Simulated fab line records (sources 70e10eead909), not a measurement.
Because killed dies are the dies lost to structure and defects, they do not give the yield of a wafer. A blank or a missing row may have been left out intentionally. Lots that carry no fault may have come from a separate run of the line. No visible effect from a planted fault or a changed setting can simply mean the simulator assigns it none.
Struck lot and sound lot, side by side ; flow nandHarc ; 25 out of 1302 route steps
Sound: these wafers, L786.1, L786.2, L786.3. Wafers struck: L795.1, L795.3, L795.4. The cause is given at the end.
For every step that has rows: the tool of each side, followed by ch and its chambers, followed by its first start. Under that, the readings that differ: sound wafers ; struck wafers ; difference of the means ; sigmas: that difference in standard deviations of wafers without a fault.
alike: words and numbers the same on both sides, and readings whose means are apart by under 2 such deviations; not compared: readings that were withheld, readings missing a value for some wafer, numbers with overlapping values and no deviation given by the record, and bounds like >300 which may hide the same value.
Wherever a step has rows on one side only, a row that says differs or no value, or a row with sigmas, the two part there. Numbers that don't overlap but have no deviation are shown without sigmas and don't part them. A reading that every wafer of one side lacks parts them only if that side has two wafers or more.

first, 1 step without rows for these wafers: NHARC_P_M0_SRD_25.
NHARC_P_M0_INSPECT_27:
  sound on defectInspect-01 at day 10 00:19; struck on defectInspect-01 at day 14 02:28
  alike: rawDefectCount
NHARC_P_M0_PRE_CLEAN_31: time 12 s.
  sound on pecvd-03 ch 0,1,2, day 10 00:23; struck on pecvd-03 ch 0,1,2, day 14 02:32
  alike: heaterPowerW
NHARC_P_M0_DEP_32: deposits SiCN, target thk 30 nm.
  sound on pecvd-03 ch 0,1,2, day 10 00:28; struck on pecvd-03 ch 0,1,2, day 14 02:37
  alike: heaterPowerW
then, 7 steps without rows for these wafers: NHARC_P_M1_DEP_00 (deposits SiOC, target thk 182.5 nm); NHARC_P_M1_DEHYDRATE_01 (time 120 s); NHARC_P_M1_HMDS_02 (time 30 s); NHARC_P_M1_COAT_34 (time 65 s); NHARC_P_M1_COAT_03 (resist thk 90 nm); NHARC_P_M1_SOFTBAKE_04 (time 55 s); NHARC_P_M1_EBR_05.
NHARC_P_M1_EXPOSE_06: exposes mask P M1, target cd 130 nm.
  sound on arfiScanner-03 ch 0, day 10 01:32; struck on arfiScanner-03 ch 0, day 14 03:37
reading;sound;struck;difference;sigmas
exposureDoseMJCm2;81.84 81.71 81.89;84.40 84.43 84.42;+2.60;+30
  alike: mask
then, 2 steps without rows for these wafers: NHARC_P_M1_PEB_07 (peb time 65 s); NHARC_P_M1_DEVELOP_08 (develop time 35 s).
NHARC_P_M1_CD_MEAS_09 targets a cd of 130 nm.
  sound on cdSem-01 ch 0, day 10 01:41; struck on cdSem-03 ch 0, day 14 03:45
reading;sound;struck;difference;sigmas
cdNm (nm);131.5 129.9 130.6;131.7 132.8 132.1;+1.5;+2
NHARC_P_M1_OVL_MEAS_10: pitch 260 nm.
  sound on overlay-01 at day 10 01:46; struck on overlay-01 at day 14 03:50
  alike: overlayXNm, overlayYNm
NHARC_P_M1_INSPECT_11:
  sound on defectInspect-02 at day 10 01:48; struck on defectInspect-02 at day 14 03:53
  alike: rawDefectCount
NHARC_P_M1_DESCUM_14: chemistry O2, time 3 s.
  sound on rieDiel-01 ch 0,1,2, day 10 01:52; struck on rieDiel-08 ch 0,2,3, day 14 03:56
reading;sound;struck;difference;sigmas
rfHoursCounterH (h);0 0 0;12 12 11;+12;
model.P_M1.cdNm (nm);131.8 130.1 131;132.1 132.5 132.1;+1.3;
  alike: drypumpMotorCurrentA, oesProductAu, rfVppV, showerheadPlenumPTorr, throttleValvePct
NHARC_P_M1_ETCH_35: etches the open film in N2/H2, target depth 40 nm, overetch 12 nm, time 43.94 s.
  sound on rieDiel-01 ch 0,2,3, day 10 01:57; struck on rieDiel-08 ch 1,2,3, day 14 04:01
reading;sound;struck;difference;sigmas
rfHoursCounterH (h);0 0 0;12 12 11;+12;
  alike: drypumpMotorCurrentA, oesProductAu, rfVppV, showerheadPlenumPTorr, throttleValvePct
NHARC_P_M1_ETCH_15: etches the open film in C4F8/Ar, target depth 182.5 nm, time 91.2 s.
  sound: rieDiel-01 ch 0,2,3; struck: rieDiel-08 ch 0,2,3
reading;sound;struck;difference;sigmas
rfHoursCounterH (h);0 0 0;11 12 12;+12;
  alike: oesProductAu, rfVppV
NHARC_P_M1_CD_MEAS_16:
  sound on cdSem-03 at day 10 02:10; struck on cdSem-03 at day 14 04:14
  alike: cdNm
NHARC_P_M1_STRIP_18: strips in N2/H2.
  sound on rieDiel-08 ch 1,2,3, day 10 02:16; struck on rieDiel-01 ch 1,2,3, day 14 04:19
reading;sound;struck;difference;sigmas
rfHoursCounterH (h);3 3 3;5 4 6;+2;
  alike: drypumpMotorCurrentA, oesProductAu, rfVppV, showerheadPlenumPTorr, throttleValvePct
NHARC_P_M1_ETCH_28: etches the open film in CF4/N2, target depth 30 nm, time 72.99 s.
  sound: rieDiel-08 ch 1,2,3; struck: rieDiel-01 ch 0,1,2
reading;sound;struck;difference;sigmas
rfHoursCounterH (h);3 3 3;6 5 4;+2;
  alike: drypumpMotorCurrentA, oesProductAu, rfVppV, showerheadPlenumPTorr, throttleValvePct
  not compared: model.P_M1.cdNm
then, 2 steps without rows for these wafers: NHARC_P_M1_STRIP_19 (strips in post etch residue remover, time 600 s); NHARC_END_SORT_01.

WHERE THEY PART
Last at NHARC_P_M1_CD_MEAS_09 as far as this record goes, first at NHARC_P_M1_EXPOSE_06. Later steps at which nothing parts them and some readings are alike: NHARC_P_M1_OVL_MEAS_10, NHARC_P_M1_INSPECT_11, NHARC_P_M1_DESCUM_14, NHARC_P_M1_ETCH_35, NHARC_P_M1_ETCH_15, NHARC_P_M1_CD_MEAS_16, NHARC_P_M1_STRIP_18, NHARC_P_M1_ETCH_28.

WHY: the cause the simulator had injected
Process parameter drift: arfiScanner-03, from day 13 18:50 on, at NHARC_P_M1_EXPOSE_06. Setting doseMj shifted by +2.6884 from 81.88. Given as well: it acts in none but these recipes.
